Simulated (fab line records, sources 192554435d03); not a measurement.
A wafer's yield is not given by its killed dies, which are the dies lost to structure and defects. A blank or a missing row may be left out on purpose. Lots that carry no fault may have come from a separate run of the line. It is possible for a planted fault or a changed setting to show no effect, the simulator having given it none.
Chamber matching	flow n5_finfet	N5_BEOL_M0_SAQP_ILD_DEP_01 on pecvd-01: 3 sister chambers
The step deposits SiOC from DEMS/O2, target thk 45.419 nm, time 8.7 s. 3 wafers are shown with their chamber, then 8 later ones without.

## WAFERS PAIRED WITH THEIR CHAMBERS
wafer	chamber	throttle_valve_pct (%)
L462.5	2	11.3
L462.6	1	11.0
L473.1	0	12.6

## WAFERS WITHOUT THEIR CHAMBER
wafer	throttle_valve_pct (%)
L473.5	12.6
L473.6	10.9
L474.1	11.6
L474.4	12.7
L474.5	10.8
L476.2	12.7
L476.3	11.4
L476.5	12.6

## WHICH CHAMBER EACH ONE RAN IN
wafer	from the rows above	in truth
L473.5	0	0
L473.6	1	1
L474.1	2	2
L474.4	0	0
L474.5	1	1
L476.2	0	0
L476.3	2	2
L476.5	0	0
Correctly placed: 8 of 8. Number that these rows cannot place: 0. Placed wrongly: 0.
How it was worked out, from the rows above alone: a wafer's distance from a chamber is the root of the sum, over the readings, of the square of ((its reading less the chamber's mean) divided by the reading's scatter). The wafer belongs to the nearest chamber; if the next one is less than 2 further off, it can't be placed. A chamber's mean is the mean of its shown wafers. The scatter: with one shown wafer a chamber, the root of the mean of the squares of how far each hidden wafer lies from its nearest shown one.
